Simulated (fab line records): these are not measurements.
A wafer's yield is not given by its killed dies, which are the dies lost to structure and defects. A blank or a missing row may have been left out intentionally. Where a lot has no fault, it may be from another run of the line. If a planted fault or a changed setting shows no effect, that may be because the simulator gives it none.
fab line records / flow nand-harc / part 2 of 2: steps 27 to 37 of 37
record lots=5 wafers=15 last-day=32
route steps=1302 shown A_STAIRCASE@834
lots with no fault: from the same line, run without faults
start-h: hours from the record's opening day to when the first of the lot's shown wafers began / wait-h: hours elapsed since this lot's preceding step / " the same as in the row above / L1.1+2: one row covering several wafers at once / - value missing, or start not given / * or withheld: withheld / < > ~ a bound
route shown NAME@n: names a module that has steps shown in the file, with the first one's number in the route / usual: the fault-free wafers' mean and standard deviation / same: alike in all rows / chamber/n: place in a boat / sites: readings site by site / _std_site: standard deviation of those values / _edge_site: the outer-site mean with the inner-site mean subtracted / radius-mm: how far each site lies from the wafer's centre / mask NAME#n: copy n / behind: tool/chamber where the wafer was last shaped / hold: cause of the lot's hold/its duration in hours/its outcome / device: the transistor (n, p or np) that didn't switch / end of line: the same wafers' tests at the end of the route / step lacking rows: just its recipe / killed: dies that structure and defects cost at the first sort, which is not the same as the wafer's yield / map: the dies of a wafer, with x for killed, . for not killed, _ for no die there
set.NAME: the setting the step ran with; set.NAME@STEP: the setting that earlier step ran with / model.NAME: the simulator's own value behind a step, which no gauge read
lots at some steps of the route; a table a step, a row a wafer
services: the hour from which a tool's chamber was out of use, counted from the record's first day as start-h (under 0 if before that day), plus the number of hours and why
## steps
# step NHARC_A_STAIRCASE_EXPOSE_438
# recipe na=0.5 dose-mj=28.97 mask-id=STAIR_REV
# usual reticle-temp-C=22.99/0.1
lot.wafer=L079.2 tool=krf-scanner-04 chamber=0 start-h=466.29 wait-h=- mask=STAIR_REV#0 reticle-temp-C=22.97
lot.wafer=L079.4 tool=krf-scanner-04 chamber=0 start-h=466.29 wait-h=- mask=STAIR_REV#0 reticle-temp-C=23.07
lot.wafer=L079.6 tool=krf-scanner-04 chamber=0 start-h=466.29 wait-h=- mask=STAIR_REV#0 reticle-temp-C=22.99
lot.wafer=L082.3 tool=krf-scanner-04 chamber=0 start-h=512.25 wait-h=- mask=STAIR_REV#0 reticle-temp-C=22.96
lot.wafer=L082.4 tool=krf-scanner-04 chamber=0 start-h=512.25 wait-h=- mask=STAIR_REV#0 reticle-temp-C=22.98
lot.wafer=L082.6 tool=krf-scanner-04 chamber=0 start-h=512.25 wait-h=- mask=STAIR_REV#0 reticle-temp-C=23.07
lot.wafer=L093.2 tool=krf-scanner-01 chamber=0 start-h=617.49 wait-h=- mask=STAIR_REV#0 reticle-temp-C=23.04
lot.wafer=L093.4 tool=krf-scanner-01 chamber=0 start-h=617.49 wait-h=- mask=STAIR_REV#0 reticle-temp-C=23.02
lot.wafer=L093.6 tool=krf-scanner-01 chamber=0 start-h=617.49 wait-h=- mask=STAIR_REV#0 reticle-temp-C=22.88
lot.wafer=L092.1 tool=krf-scanner-02 chamber=0 start-h=617.64 wait-h=- mask=STAIR_REV#0 reticle-temp-C=22.96
lot.wafer=L092.2 tool=krf-scanner-02 chamber=0 start-h=617.64 wait-h=- mask=STAIR_REV#0 reticle-temp-C=23.01
lot.wafer=L092.5 tool=krf-scanner-02 chamber=0 start-h=617.64 wait-h=- mask=STAIR_REV#0 reticle-temp-C=22.95
lot.wafer=L094.1 tool=krf-scanner-01 chamber=0 start-h=639.19 wait-h=- mask=STAIR_REV#0 reticle-temp-C=22.89
lot.wafer=L094.3 tool=krf-scanner-01 chamber=0 start-h=639.19 wait-h=- mask=STAIR_REV#0 reticle-temp-C=22.83
lot.wafer=L094.4 tool=krf-scanner-01 chamber=0 start-h=639.19 wait-h=- mask=STAIR_REV#0 reticle-temp-C=22.90
# step NHARC_A_STAIRCASE_PEB_439
# recipe peb-temp-c=115 peb-time-s=130
# usual plate-temp-C=115.00/0.13
lot.wafer=L079.2 tool=litho-track-02 chamber=0 start-h=466.35 wait-h=0.1 plate-temp-C=115.04
lot.wafer=L079.4 tool=litho-track-02 chamber=0 start-h=466.35 wait-h=0.1 plate-temp-C=115.08
lot.wafer=L079.6 tool=litho-track-02 chamber=0 start-h=466.35 wait-h=0.1 plate-temp-C=115.12
lot.wafer=L082.3 tool=litho-track-03 chamber=0 start-h=512.30 wait-h=0.1 plate-temp-C=114.99
lot.wafer=L082.4 tool=litho-track-03 chamber=0 start-h=512.30 wait-h=0.1 plate-temp-C=115.00
lot.wafer=L082.6 tool=litho-track-03 chamber=0 start-h=512.30 wait-h=0.1 plate-temp-C=114.95
lot.wafer=L093.2 tool=litho-track-03 chamber=0 start-h=617.55 wait-h=0.1 plate-temp-C=114.87
lot.wafer=L093.4 tool=litho-track-03 chamber=0 start-h=617.55 wait-h=0.1 plate-temp-C=115.04
lot.wafer=L093.6 tool=litho-track-03 chamber=0 start-h=617.55 wait-h=0.1 plate-temp-C=114.95
lot.wafer=L092.1 tool=litho-track-02 chamber=0 start-h=617.71 wait-h=0.1 plate-temp-C=115.13
lot.wafer=L092.2 tool=litho-track-02 chamber=0 start-h=617.71 wait-h=0.1 plate-temp-C=115.13
lot.wafer=L092.5 tool=litho-track-02 chamber=0 start-h=617.71 wait-h=0.1 plate-temp-C=115.01
lot.wafer=L094.1 tool=litho-track-02 chamber=0 start-h=639.25 wait-h=0.1 plate-temp-C=115.10
lot.wafer=L094.3 tool=litho-track-02 chamber=0 start-h=639.25 wait-h=0.1 plate-temp-C=115.08
lot.wafer=L094.4 tool=litho-track-02 chamber=0 start-h=639.25 wait-h=0.1 plate-temp-C=114.97
# step NHARC_A_STAIRCASE_DEVELOP_440
# recipe time-s=140
lot.wafer=L079.2+4+6 tool=litho-track-02 chamber=0 start-h=- wait-h=-
lot.wafer=L082.3+4+6 tool=litho-track-03 chamber=0 start-h=- wait-h=-
lot.wafer=L093.2+4+6 tool=litho-track-03 chamber=0 start-h=- wait-h=-
lot.wafer=L092.1+2+5 tool=litho-track-02 chamber=0 start-h=- wait-h=-
lot.wafer=L094.1+3+4 tool=litho-track-02 chamber=0 start-h=- wait-h=-
# step NHARC_A_STAIRCASE_HARDBAKE_442
# recipe temp-c=120 time-s=140
lot.wafer=L079.2+4+6 tool=litho-track-03 chamber=0 start-h=466.57 wait-h=-
lot.wafer=L082.3+4+6 tool=litho-track-02 chamber=0 start-h=512.53 wait-h=-
lot.wafer=L093.2+4+6 tool=litho-track-07 chamber=0 start-h=617.78 wait-h=-
lot.wafer=L092.1+2+5 tool=litho-track-07 chamber=0 start-h=617.92 wait-h=-
lot.wafer=L094.1+3+4 tool=litho-track-02 chamber=0 start-h=639.47 wait-h=-
# step NHARC_A_STAIRCASE_DESCUM_443
# recipe time-s=3 o2-flow-sccm=200 ar-flow-sccm=0 bias-power-w=0 chemistry=O2
# usual drypump-motor-current-A=5.64/0.29 oes-product-au=1.003/0.0068 rf-vpp-V=57.8/0.94 showerhead-plenum-p-Torr=1.91/0.091 throttle-valve-pct=11.311/0.0078
lot.wafer=L079.2 tool=rie-diel-04 chamber=1 start-h=466.67 wait-h=- drypump-motor-current-A=5.72 oes-product-au=1.002 rf-hours-counter-h=33 rf-vpp-V=57.7 showerhead-plenum-p-Torr=1.96 throttle-valve-pct=11.322
lot.wafer=L079.4 tool=rie-diel-04 chamber=3 start-h=466.67 wait-h=- drypump-motor-current-A=4.98 oes-product-au=1.011 rf-hours-counter-h=31 rf-vpp-V=57.7 showerhead-plenum-p-Torr=1.87 throttle-valve-pct=11.311
lot.wafer=L079.6 tool=rie-diel-04 chamber=0 start-h=466.67 wait-h=- drypump-motor-current-A=5.60 oes-product-au=1.008 rf-hours-counter-h=- rf-vpp-V=57.2 showerhead-plenum-p-Torr=1.98 throttle-valve-pct=11.321
lot.wafer=L082.3 tool=rie-diel-04 chamber=2 start-h=512.62 wait-h=- drypump-motor-current-A=5.96 oes-product-au=1.000 rf-hours-counter-h=51 rf-vpp-V=56.7 showerhead-plenum-p-Torr=1.94 throttle-valve-pct=11.320
lot.wafer=L082.4 tool=rie-diel-04 chamber=0 start-h=512.62 wait-h=- drypump-motor-current-A=5.61 oes-product-au=1.015 rf-hours-counter-h=48 rf-vpp-V=57.5 showerhead-plenum-p-Torr=1.97 throttle-valve-pct=11.300
lot.wafer=L082.6 tool=rie-diel-04 chamber=1 start-h=512.62 wait-h=- drypump-motor-current-A=5.71 oes-product-au=1.002 rf-hours-counter-h=- rf-vpp-V=58.3 showerhead-plenum-p-Torr=1.96 throttle-valve-pct=11.306
lot.wafer=L093.2 tool=rie-diel-02 chamber=2 start-h=617.88 wait-h=- drypump-motor-current-A=6.00 oes-product-au=1.006 rf-hours-counter-h=9 rf-vpp-V=57.5 showerhead-plenum-p-Torr=1.83 throttle-valve-pct=11.317
lot.wafer=L093.4 tool=rie-diel-02 chamber=3 start-h=617.88 wait-h=- drypump-motor-current-A=5.20 oes-product-au=1.007 rf-hours-counter-h=13 rf-vpp-V=59.4 showerhead-plenum-p-Torr=1.94 throttle-valve-pct=11.303
lot.wafer=L093.6 tool=rie-diel-02 chamber=2 start-h=617.88 wait-h=- drypump-motor-current-A=6.03 oes-product-au=1.009 rf-hours-counter-h=- rf-vpp-V=57.1 showerhead-plenum-p-Torr=1.83 throttle-valve-pct=11.323
lot.wafer=L092.2 tool=rie-diel-04 chamber=3 start-h=620.54 wait-h=- drypump-motor-current-A=4.97 oes-product-au=1.007 rf-hours-counter-h=29 rf-vpp-V=56.8 showerhead-plenum-p-Torr=1.85 throttle-valve-pct=11.301
lot.wafer=L092.1 tool=rie-diel-04 chamber=0 start-h=620.54 wait-h=- drypump-motor-current-A=5.64 oes-product-au=1.007 rf-hours-counter-h=32 rf-vpp-V=59.1 showerhead-plenum-p-Torr=1.96 throttle-valve-pct=11.327
lot.wafer=L092.5 tool=rie-diel-04 chamber=3 start-h=620.54 wait-h=- drypump-motor-current-A=4.95 oes-product-au=1.008 rf-hours-counter-h=- rf-vpp-V=57.9 showerhead-plenum-p-Torr=1.85 throttle-valve-pct=11.316
lot.wafer=L094.3 tool=rie-diel-02 chamber=0 start-h=639.56 wait-h=- drypump-motor-current-A=5.65 oes-product-au=1.013 rf-hours-counter-h=19 rf-vpp-V=57.8 showerhead-plenum-p-Torr=1.77 throttle-valve-pct=11.313
lot.wafer=L094.4 tool=rie-diel-02 chamber=1 start-h=639.56 wait-h=- drypump-motor-current-A=5.78 oes-product-au=1.006 rf-hours-counter-h=20 rf-vpp-V=59.8 showerhead-plenum-p-Torr=2.02 throttle-valve-pct=11.303
lot.wafer=L094.1 tool=rie-diel-02 chamber=2 start-h=639.56 wait-h=- drypump-motor-current-A=6.02 oes-product-au=0.998 rf-hours-counter-h=18 rf-vpp-V=56.8 showerhead-plenum-p-Torr=1.83 throttle-valve-pct=11.324
# step NHARC_A_STAIRCASE_ETCH_444
# recipe target-depth-a=2.04e+05 time-s=6800 c4f8-flow-sccm=20 o2-flow-sccm=10 ar-flow-sccm=withheld rf-w=600 bias-w=1000 chemistry=C4F8/O2
# usual oes-product-au=0.939/0.019 rf-fwd-power-W=599.8/1.7 rf-vpp-V=806/5.1
lot.wafer=L079.2 tool=rie-diel-04 chamber=1 start-h=466.74 wait-h=0.1 oes-product-au=0.928 rf-fwd-power-W=598.0 rf-hours-counter-h=34 rf-vpp-V=811
lot.wafer=L079.4 tool=rie-diel-04 chamber=2 start-h=466.74 wait-h=0.1 oes-product-au=0.928 rf-fwd-power-W=598.6 rf-hours-counter-h=32 rf-vpp-V=809
lot.wafer=L079.6 tool=rie-diel-04 chamber=2 start-h=469.14 wait-h=2.4 oes-product-au=0.930 rf-fwd-power-W=598.8 rf-hours-counter-h=- rf-vpp-V=808
lot.wafer=L082.4 tool=rie-diel-04 chamber=2 start-h=513.17 wait-h=0.5 oes-product-au=0.928 rf-fwd-power-W=598.4 rf-hours-counter-h=52 rf-vpp-V=809
lot.wafer=L082.3 tool=rie-diel-04 chamber=0 start-h=513.17 wait-h=0.5 oes-product-au=0.928 rf-fwd-power-W=600.0 rf-hours-counter-h=49 rf-vpp-V=810
lot.wafer=L082.6 tool=rie-diel-04 chamber=2 start-h=513.17 wait-h=0.5 oes-product-au=0.928 rf-fwd-power-W=597.1 rf-hours-counter-h=- rf-vpp-V=811
lot.wafer=L093.4 tool=rie-diel-02 chamber=3 start-h=618.71 wait-h=0.8 oes-product-au=0.939 rf-fwd-power-W=599.9 rf-hours-counter-h=14 rf-vpp-V=807
lot.wafer=L093.2 tool=rie-diel-02 chamber=1 start-h=618.71 wait-h=0.8 oes-product-au=0.942 rf-fwd-power-W=601.1 rf-hours-counter-h=14 rf-vpp-V=813
lot.wafer=L093.6 tool=rie-diel-02 chamber=3 start-h=618.71 wait-h=0.8 oes-product-au=0.945 rf-fwd-power-W=602.9 rf-hours-counter-h=- rf-vpp-V=807
lot.wafer=L092.1 tool=rie-diel-04 chamber=2 start-h=621.63 wait-h=1.1 oes-product-au=0.933 rf-fwd-power-W=601.3 rf-hours-counter-h=27 rf-vpp-V=807
lot.wafer=L092.2 tool=rie-diel-04 chamber=3 start-h=621.63 wait-h=1.1 oes-product-au=0.954 rf-fwd-power-W=602.2 rf-hours-counter-h=30 rf-vpp-V=803
lot.wafer=L092.5 tool=rie-diel-04 chamber=0 start-h=621.63 wait-h=1.1 oes-product-au=0.930 rf-fwd-power-W=598.8 rf-hours-counter-h=- rf-vpp-V=810
lot.wafer=L094.4 tool=rie-diel-02 chamber=1 start-h=639.65 wait-h=0.1 oes-product-au=0.926 rf-fwd-power-W=601.1 rf-hours-counter-h=21 rf-vpp-V=812
lot.wafer=L094.1 tool=rie-diel-02 chamber=3 start-h=639.65 wait-h=0.1 oes-product-au=0.934 rf-fwd-power-W=598.1 rf-hours-counter-h=22 rf-vpp-V=807
lot.wafer=L094.3 tool=rie-diel-02 chamber=0 start-h=639.65 wait-h=0.1 oes-product-au=0.923 rf-fwd-power-W=599.7 rf-hours-counter-h=20 rf-vpp-V=797
# step NHARC_A_STAIRCASE_STRIP_446
# recipe power-w=1500 temp-c=250 chemistry=O2
# usual drypump-motor-current-A=5.7/0.36 heater-power-w=326/15
lot.wafer=L079.2 tool=plasma-asher-02 chamber=1 start-h=471.20 wait-h=0.1 drypump-motor-current-A=5.7 heater-power-w=341 rf-hours-counter-h=4
lot.wafer=L079.4 tool=plasma-asher-02 chamber=0 start-h=471.20 wait-h=0.1 drypump-motor-current-A=4.8 heater-power-w=345 rf-hours-counter-h=-
lot.wafer=L079.6 tool=plasma-asher-02 chamber=0 start-h=471.20 wait-h=0.1 drypump-motor-current-A=4.8 heater-power-w=341 rf-hours-counter-h=-
lot.wafer=L082.3 tool=plasma-asher-01 chamber=1 start-h=517.20 wait-h=0.1 drypump-motor-current-A=5.8 heater-power-w=331 rf-hours-counter-h=-
lot.wafer=L082.4 tool=plasma-asher-01 chamber=0 start-h=517.20 wait-h=0.1 drypump-motor-current-A=6.0 heater-power-w=310 rf-hours-counter-h=-
lot.wafer=L082.6 tool=plasma-asher-01 chamber=1 start-h=517.20 wait-h=0.1 drypump-motor-current-A=5.8 heater-power-w=340 rf-hours-counter-h=-
lot.wafer=L093.2 tool=plasma-asher-01 chamber=1 start-h=622.74 wait-h=0.1 drypump-motor-current-A=5.8 heater-power-w=323 rf-hours-counter-h=20
lot.wafer=L093.4 tool=plasma-asher-01 chamber=0 start-h=622.74 wait-h=0.1 drypump-motor-current-A=6.0 heater-power-w=305 rf-hours-counter-h=-
lot.wafer=L093.6 tool=plasma-asher-01 chamber=0 start-h=622.74 wait-h=0.1 drypump-motor-current-A=6.0 heater-power-w=306 rf-hours-counter-h=-
lot.wafer=L092.1 tool=plasma-asher-01 chamber=1 start-h=625.07 wait-h=0.0 drypump-motor-current-A=5.8 heater-power-w=332 rf-hours-counter-h=20
lot.wafer=L092.2 tool=plasma-asher-01 chamber=0 start-h=625.07 wait-h=0.0 drypump-motor-current-A=6.0 heater-power-w=314 rf-hours-counter-h=20
lot.wafer=L092.5 tool=plasma-asher-01 chamber=1 start-h=625.07 wait-h=0.0 drypump-motor-current-A=5.8 heater-power-w=326 rf-hours-counter-h=-
lot.wafer=L094.1 tool=plasma-asher-01 chamber=1 start-h=644.06 wait-h=0.1 drypump-motor-current-A=5.8 heater-power-w=321 rf-hours-counter-h=24
lot.wafer=L094.3 tool=plasma-asher-01 chamber=0 start-h=644.06 wait-h=0.1 drypump-motor-current-A=6.0 heater-power-w=299 rf-hours-counter-h=-
lot.wafer=L094.4 tool=plasma-asher-01 chamber=1 start-h=644.06 wait-h=0.1 drypump-motor-current-A=5.8 heater-power-w=336 rf-hours-counter-h=-
# step NHARC_A_STAIRCASE_STRIP_447
# recipe time-s=900 temp-c=130 chemistry=SPM
lot.wafer=L079.2+6+4 tool=wet-bench-07 chamber=5,6,7 start-h=471.51 wait-h=0.3
lot.wafer=L082.3+4+6 tool=wet-bench-06 chamber=5,7,0 start-h=517.45 wait-h=0.2
lot.wafer=L093.4+2+6 tool=wet-bench-06 chamber=6,7,0 start-h=623.06 wait-h=0.2
lot.wafer=L092.1+5+2 tool=wet-bench-07 chamber=0,1,2 start-h=625.48 wait-h=0.4
lot.wafer=L094.1+4+3 tool=wet-bench-06 chamber=7,3,4 start-h=644.35 wait-h=0.3
# step NHARC_A_STAIRCASE_PRECLEAN_448
# recipe time-s=* temp-c=50 bath-age-min=0 chemistry=SC1
# usual sc1-h2o2-end-mol-l=0.3698/0.00064
lot.wafer=L079.2 tool=wet-bench-07 chamber=5 start-h=- wait-h=- sc1-h2o2-end-mol-l=0.3701
lot.wafer=L079.6 tool=wet-bench-07 chamber=6 start-h=- wait-h=- sc1-h2o2-end-mol-l=0.3693
lot.wafer=L079.4 tool=wet-bench-07 chamber=7 start-h=- wait-h=- sc1-h2o2-end-mol-l=0.3690
lot.wafer=L082.3 tool=wet-bench-06 chamber=5 start-h=- wait-h=- sc1-h2o2-end-mol-l=0.3692
lot.wafer=L082.4 tool=wet-bench-06 chamber=7 start-h=- wait-h=- sc1-h2o2-end-mol-l=0.3702
lot.wafer=L082.6 tool=wet-bench-06 chamber=0 start-h=- wait-h=- sc1-h2o2-end-mol-l=0.3708
lot.wafer=L093.4 tool=wet-bench-06 chamber=6 start-h=- wait-h=- sc1-h2o2-end-mol-l=0.3693
lot.wafer=L093.2 tool=wet-bench-06 chamber=7 start-h=- wait-h=- sc1-h2o2-end-mol-l=0.3698
lot.wafer=L093.6 tool=wet-bench-06 chamber=0 start-h=- wait-h=- sc1-h2o2-end-mol-l=0.3706
lot.wafer=L092.1 tool=wet-bench-07 chamber=0 start-h=- wait-h=- sc1-h2o2-end-mol-l=0.3704
lot.wafer=L092.5 tool=wet-bench-07 chamber=1 start-h=- wait-h=- sc1-h2o2-end-mol-l=0.3698
lot.wafer=L092.2 tool=wet-bench-07 chamber=2 start-h=- wait-h=- sc1-h2o2-end-mol-l=0.3691
lot.wafer=L094.1 tool=wet-bench-06 chamber=7 start-h=- wait-h=- sc1-h2o2-end-mol-l=0.3704
lot.wafer=L094.4 tool=wet-bench-06 chamber=3 start-h=- wait-h=- sc1-h2o2-end-mol-l=0.3701
lot.wafer=L094.3 tool=wet-bench-06 chamber=4 start-h=- wait-h=- sc1-h2o2-end-mol-l=0.3699
# step NHARC_A_STAIRCASE_SRD_449
lot.wafer=L079.2+6+4 tool=wet-bench-07 chamber=5,6,7 start-h=- wait-h=-
lot.wafer=L082.3+4+6 tool=wet-bench-06 chamber=5,7,0 start-h=- wait-h=-
lot.wafer=L093.4+2+6 tool=wet-bench-06 chamber=6,7,0 start-h=- wait-h=-
lot.wafer=L092.1+5+2 tool=wet-bench-07 chamber=0,1,2 start-h=- wait-h=-
lot.wafer=L094.1+4+3 tool=wet-bench-06 chamber=7,3,4 start-h=- wait-h=-
# step NHARC_A_STAIRCASE_CMP_450
# recipe target-thk-nm=200 material=SiO2
# usual motor-current-A=11.2/1
lot.wafer=L079.2 tool=cmp-04 chamber=2 start-h=471.97 wait-h=- motor-current-A=11.2
lot.wafer=L079.4 tool=cmp-04 chamber=3 start-h=471.97 wait-h=- motor-current-A=10.1
lot.wafer=L079.6 tool=cmp-04 chamber=1 start-h=471.97 wait-h=- motor-current-A=10.5
lot.wafer=L082.4 tool=cmp-04 chamber=3 start-h=517.92 wait-h=- motor-current-A=10.4
lot.wafer=L082.3 tool=cmp-04 chamber=0 start-h=517.92 wait-h=- motor-current-A=11.9
lot.wafer=L082.6 tool=cmp-04 chamber=2 start-h=517.92 wait-h=- motor-current-A=10.4
lot.wafer=L093.2 tool=cmp-04 chamber=3 start-h=623.50 wait-h=- motor-current-A=9.8
lot.wafer=L093.4 tool=cmp-04 chamber=0 start-h=623.50 wait-h=- motor-current-A=11.8
lot.wafer=L093.6 tool=cmp-04 chamber=3 start-h=623.50 wait-h=- motor-current-A=10.3
lot.wafer=L092.2 tool=cmp-04 chamber=0 start-h=625.98 wait-h=- motor-current-A=11.8
lot.wafer=L092.1 tool=cmp-04 chamber=1 start-h=625.98 wait-h=- motor-current-A=11.5
lot.wafer=L092.5 tool=cmp-04 chamber=3 start-h=625.98 wait-h=- motor-current-A=10.0
lot.wafer=L094.3 tool=cmp-04 chamber=3 start-h=644.80 wait-h=- motor-current-A=10.0
lot.wafer=L094.1 tool=cmp-04 chamber=1 start-h=644.80 wait-h=- motor-current-A=10.9
lot.wafer=L094.4 tool=cmp-04 chamber=2 start-h=644.80 wait-h=- motor-current-A=10.7
## services
tool=pecvd-02 chamber=- start-h=408.04 hours=13.0 kind=pm
tool=wet-bench-06 chamber=- start-h=429.59 hours=2.0 kind=repair
tool=rie-diel-11 chamber=- start-h=435.05 hours=9.0 kind=pm
tool=litho-track-03 chamber=- start-h=450.00 hours=7.0 kind=pm
tool=rie-diel-11 chamber=3 start-h=472.03 hours=2.5 kind=repair
tool=rie-diel-11 chamber=2 start-h=475.80 hours=1.7 kind=repair
tool=rie-diel-11 chamber=1 start-h=479.93 hours=1.9 kind=repair
tool=rie-diel-11 chamber=2 start-h=499.34 hours=4.3 kind=repair
tool=pecvd-02 chamber=2 start-h=503.27 hours=3.4 kind=repair
tool=wet-bench-07 chamber=- start-h=512.00 hours=8.0 kind=pm
tool=rie-diel-02 chamber=0 start-h=528.43 hours=4.4 kind=repair
tool=wet-bench-09 chamber=- start-h=528.80 hours=8.0 kind=pm
tool=rie-diel-04 chamber=- start-h=531.90 hours=9.0 kind=pm
tool=wet-bench-06 chamber=- start-h=545.63 hours=8.0 kind=pm
tool=rie-diel-02 chamber=0 start-h=548.83 hours=3.4 kind=repair
tool=pecvd-02 chamber=0 start-h=555.87 hours=21.5 kind=repair
tool=rie-diel-02 chamber=- start-h=573.09 hours=9.0 kind=pm
tool=litho-track-02 chamber=- start-h=577.00 hours=7.0 kind=pm
tool=pecvd-02 chamber=- start-h=589.04 hours=13.0 kind=pm
tool=rie-diel-11 chamber=1 start-h=593.13 hours=14.8 kind=repair
tool=rie-diel-11 chamber=- start-h=612.05 hours=9.0 kind=pm
tool=litho-track-03 chamber=- start-h=625.00 hours=7.0 kind=pm
tool=rie-diel-11 chamber=3 start-h=632.52 hours=1.7 kind=repair
tool=rie-diel-02 chamber=3 start-h=644.39 hours=1.7 kind=repair
